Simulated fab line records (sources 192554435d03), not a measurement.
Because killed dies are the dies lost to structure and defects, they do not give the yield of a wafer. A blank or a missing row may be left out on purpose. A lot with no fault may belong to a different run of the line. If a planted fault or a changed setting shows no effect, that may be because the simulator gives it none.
A struck lot beside a sound one + flow n5Finfet + 27 out of 1938 route steps
Sound: wafers L745.1, L745.3, L745.4. Wafers struck: L744.2, L744.3, L744.4. The cause is named last.
Order at every step that has rows: each side's tool, ch and its chambers, its first start. Under that, the readings that differ: sound wafers + struck wafers + difference of the means + sigmas: that difference in standard deviations of wafers without a fault.
alike: same words and numbers on both sides, and readings whose means sit less than 2 such deviations apart. not compared: any withheld reading, any reading some wafer has no value for, any bound like >300 that may hide the same value, and any number with overlapping values for which the record gives no deviation.
A row with sigmas, a row that says differs or no value, or rows on one side alone: a step with any of these is where the two part. Non-overlapping numbers with no deviation appear without sigmas and do not part them. Lack of a reading on every wafer of one side parts them only where that side has two or more wafers.

first, 9 steps without rows for these wafers: N5_BEOL_M15_COAT_04 (resist thk 800 nm); N5_BEOL_M15_EBR_06; N5_BEOL_M15_SOFTBAKE_05 (time 60 s); N5_BEOL_M15_EXPOSE_07 (exposes mask V14); N5_BEOL_M15_PEB_08 (peb time 90 s); N5_BEOL_M15_DEVELOP_09 (develop time 45 s); N5_BEOL_M15_HARDBAKE_14 (time 120 s); N5_BEOL_M15_DESCUM_15 (chemistry O2, time 7.9 s); N5_BEOL_M15_ETCH_59 (etches BARC in N2/H2, target depth 89 nm, overetch 26.7 nm, time 67.9 s).
N5_BEOL_M15_VIA_ETCH_16: etches SiO2 in C4F8/O2/Ar, target depth 1792.2 nm.
  sound on rieDiel-04 ch 0,2,3, day 14 23:59; struck on rieDiel-01 ch 0,1,2, day 15 01:23
  alike: drypumpMotorCurrentA, oesProductAu, rfVppV, showerheadPlenumPTorr, throttleValvePct
then, 14 steps without rows for these wafers: N5_BEOL_M15_STRIP_63 (strips in O2); N5_BEOL_M15_STRIP_64 (strips in O2); N5_BEOL_M15_STRIP_65 (strips in post etch residue remover, time 60 s); N5_BEOL_M15_SRD_66 (time 30 s, dry time 30 s); N5_BEOL_M15_COAT_56 (time 60 s, resist thk 550 nm); N5_BEOL_M15_ETCH_57 (etches SOC in N2/H2, time 750 s); N5_BEOL_M15_COAT_60 (time 60 s, resist thk 89 nm); N5_BEOL_M15_COAT_22 (resist thk 800 nm); N5_BEOL_M15_EBR_24; N5_BEOL_M15_SOFTBAKE_23 (time 60 s); N5_BEOL_M15_EXPOSE_25 (exposes mask M15, target cd 400 nm); N5_BEOL_M15_PEB_26 (peb time 90 s); N5_BEOL_M15_DEVELOP_27 (develop time 45 s); N5_BEOL_M15_HARDBAKE_32 (time 120 s).
N5_BEOL_M15_INSPECT_30: inspects for defects (macro).
  sound: defectInspect-01 at day 15 01:29; struck: defectInspect-01 at day 15 02:43
| reading        | sound | struck         | difference | sigmas |
|----------------|-------|----------------|------------|--------|
| rawDefectCount | 2 0 1 | >300 >300 >300 | differs    |        |
then, 1 step without rows for these wafers: N5_BEOL_M15_DESCUM_33 (chemistry O2, time 7.9 s).
N5_PASSIVATION_PROBE_49:
  sound: prober-01 at day 15 18:01; struck: prober-02 at day 15 20:02
| reading                 | sound          | struck         | difference | sigmas |
|-------------------------|----------------|----------------|------------|--------|
| defectLimitedYield (%)  | 88.4 90.0 89.7 | 81.4 83.2 82.8 | -6.9       | -5     |
| killed_at_M4_up         | 14 5 10        | 115 100 121    | +102       | +23    |
| killedDies              | 137 118 121    | 219 198 203    | +81        | +5     |
| killedOnRim             | 16 16 24       | 39 31 28       | +14        | +3     |
| sort_bin_5_function (%) | 7.6 6.4 5.8    | 11.0 10.2 10.8 | +4.1       | +4     |
| sortNPass               | 1043 1062 1059 | 961 982 977    | -81        | -5     |
| sortYieldPct (%)        | 88.4 90.0 89.7 | 81.4 83.2 82.8 | -6.9       | -5     |
  alike: killed_at_M0_to_M3, killedAtContacts, killedAtFrontEnd, killedAtOther, killedOpen, killedShort, sort_bin_6_memory

== WHERE THEY PART ==
Earliest at N5_BEOL_M15_INSPECT_30; latest, in this record, at N5_PASSIVATION_PROBE_49.

WHY: what the simulator had put in
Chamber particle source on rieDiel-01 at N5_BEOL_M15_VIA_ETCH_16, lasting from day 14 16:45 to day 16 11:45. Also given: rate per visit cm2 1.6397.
